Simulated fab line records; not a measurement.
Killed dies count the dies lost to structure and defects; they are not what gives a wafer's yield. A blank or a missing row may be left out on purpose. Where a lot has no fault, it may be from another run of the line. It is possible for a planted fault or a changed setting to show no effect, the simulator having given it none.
Split-lot trial -- flow n5Finfet -- on a route of 1938 steps: 7 lots, 21 wafers read

ABOUT THE SPLIT
At N5_PASSIVATION_PECVD_53 (deposits SiO2 from TEOS/O2, target thk 800 nm, time 169.4 s), the setting tempC was moved away from the recipe's 400 C on 6 of the 21 wafers read, by -3.5% to +2.9%. The other wafers ran this setting at the recipe's value.

Reading taken at the split's own step.

THE READING
SiO2_of_PASSIVATION_PECVD_53.thkNm (the simulator's own value, which no gauge read), in nm, at N5_PASSIVATION_PECVD_53 (deposits SiO2 from TEOS/O2, target thk 800 nm, time 169.4 s). No usual value for it is given in the file. The 15 wafers here that ran the recipe average 799.4 nm, standard deviation 12 nm.

wafer,"tool, chamber at the split","tempC as run, C",against the recipe,"SiO2_of_PASSIVATION_PECVD_53.thkNm, nm",against lot-mates on the recipe
L075.2,"pecvd-04, 1",400,recipe,799.6,-
L075.3,"pecvd-04, 0",386,-3.5%,867.8,+68.2
L075.5,"pecvd-04, 0",386,-3.5%,891.6,+92.0
L077.1,"pecvd-04, 1",386.2,-3.4%,881.8,+78.5
L077.2,"pecvd-04, 2",400,recipe,804.4,-
L077.3,"pecvd-04, 0",400,recipe,802.2,-
L081.3,"pecvd-01, 1",400,recipe,797.8,-
L081.5,"pecvd-01, 1",400,recipe,799.4,-
L081.6,"pecvd-01, 0",400,recipe,798,-
L085.1,"pecvd-01, 2",400,recipe,787.4,-
L085.3,"pecvd-01, 0",400,recipe,768,-
L085.4,"pecvd-01, 0",400,recipe,788.8,-
L090.2,"pecvd-02, 0",400,recipe,792,-
L090.4,"pecvd-02, 0",400,recipe,815.6,-
L090.6,"pecvd-02, 2",400,recipe,807.2,-
L092.1,"pecvd-04, 2",400,recipe,805.8,-
L092.4,"pecvd-04, 0",411.5,+2.9%,740.4,-67.5
L092.6,"pecvd-04, 2",400,recipe,810,-
L097.1,"pecvd-04, 1",400,recipe,814.2,-
L097.2,"pecvd-04, 2",388.3,-2.9%,867.2,+53.0
L097.3,"pecvd-04, 0",388.3,-2.9%,859.8,+45.6

FIT RESULTS
A straight line over all 21 wafers: SiO2_of_PASSIVATION_PECVD_53.thkNm changes by -22.4 nm for each +1% of tempC; r = -0.96; the points scatter about the line by 11 nm.
The same after taking each lot's own level away (the mean of its wafers on the recipe; 21 wafers): -21.5 nm for each +1%; r = -0.97; scatter 8.4 nm.
Per that fit: largest tempC move, reading shift of 75 nm.
The span of the lots' own levels, 781.40 to 814.20 nm, comes to 2.8 times the standard deviation stated above.
Hence the lot-to-lot level has little effect on the slope; both slopes agree.
Check: for one of the wafers moved furthest among these (-3.5%), held out of the fit, the line's prediction against its lot-mates is +75.8 nm. Against them it came out at +68.2 nm.

FURTHER SPLITS ON THESE WAFERS
These wafers also went through other splits before the reading. Each is held against what the fit with the lots' levels taken away leaves over:
other split on the same wafers,wafers away from the commonest value,r with SiO2_of_PASSIVATION_PECVD_53.thkNm (lot level and that fit taken away)
N5_BEOL_M15_TRENCH_ETCH_34 biasW,9,+0.03
N5_BEOL_M15_SPUTTER_44 powerW,7,+0.14
N5_PASSIVATION_PECVD_00 timeS,10,-0.36
N5_PASSIVATION_DEVELOP_29 developTimeS,7,+0.17

FILE'S OWN FIT
SiO2_of_PASSIVATION_PECVD_53.thkNm changes by -21.7 nm for each +1% of tempC, r = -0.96.
